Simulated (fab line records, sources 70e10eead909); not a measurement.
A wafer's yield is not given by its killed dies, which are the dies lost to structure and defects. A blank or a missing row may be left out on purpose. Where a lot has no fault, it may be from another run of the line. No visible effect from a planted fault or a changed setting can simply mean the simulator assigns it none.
Chamber matching	flow nandHarc	4 sister chambers for NHARC_P_M0_STRIP_18 on rieDiel-01
The step strips in N2/H2. 14 wafers are shown with their chamber, then 7 later ones without.

== EACH WAFER AND ITS CHAMBER ==
wafer	chamber	showerheadPlenumPTorr (Torr)	rfVppV (V)	throttleValvePct (%)
L080.3	1	2.17	91.1	14.156
L080.5	3	1.99	90.5	14.160
L080.6	2	1.95	91.0	14.174
L084.2	3	1.99	90.5	14.165
L084.4	1	2.17	91.9	14.167
L084.6	3	1.99	90.3	14.179
L083.1	0	1.91	90.2	14.182
L083.4	3	1.99	90.4	14.155
L083.6	1	2.17	93.4	14.166
L085.1	1	2.17	92.9	14.176
L085.2	2	1.95	89.8	14.174
L085.4	3	1.99	90.4	14.171
L090.1	3	1.99	90.0	14.181
L090.2	2	1.94	89.5	14.180

SIGNATURES, as means of the wafers listed above
reading	chamber 0	chamber 1	chamber 2	chamber 3	scatter within a chamber
showerheadPlenumPTorr	1.9100	2.1700	1.9467	1.9900	0.00258
rfVppV	90.200	92.325	90.100	90.350	0.678
throttleValvePct	14.18200	14.16625	14.17600	14.16850	0.00874
Rule: distance of a wafer from a chamber = root of the sum over the readings of ((wafer's reading minus chamber's mean) / reading's scatter) squared. If the next closest chamber is less than 2 further off than the closest, the wafer can't be placed; otherwise it belongs to the closest. The scatter: take each reading less its chamber's mean, square it, sum over the shown wafers, divide by the number of wafers less the number of chambers, and take the root.

== WAFERS WHOSE CHAMBER IS MISSING ==
wafer	showerheadPlenumPTorr (Torr)	rfVppV (V)	throttleValvePct (%)
L090.4	2.17	89.8	14.160
L095.3	1.99	91.3	14.174
L095.5	1.94	90.5	14.176
L095.6	1.99	89.7	14.184
L096.1	1.94	91.0	14.181
L096.2	1.91	89.7	14.154
L096.4	2.17	92.2	14.167

== WHICH CHAMBER EACH WENT THROUGH ==
wafer	from the rows above	in truth
L090.4	1	1
L095.3	3	3
L095.5	2	2
L095.6	3	3
L096.1	2	2
L096.2	0	0
L096.4	1	1
Correctly placed: 7 of 7. Can't be placed from these rows: 0. Number placed wrongly: 0.
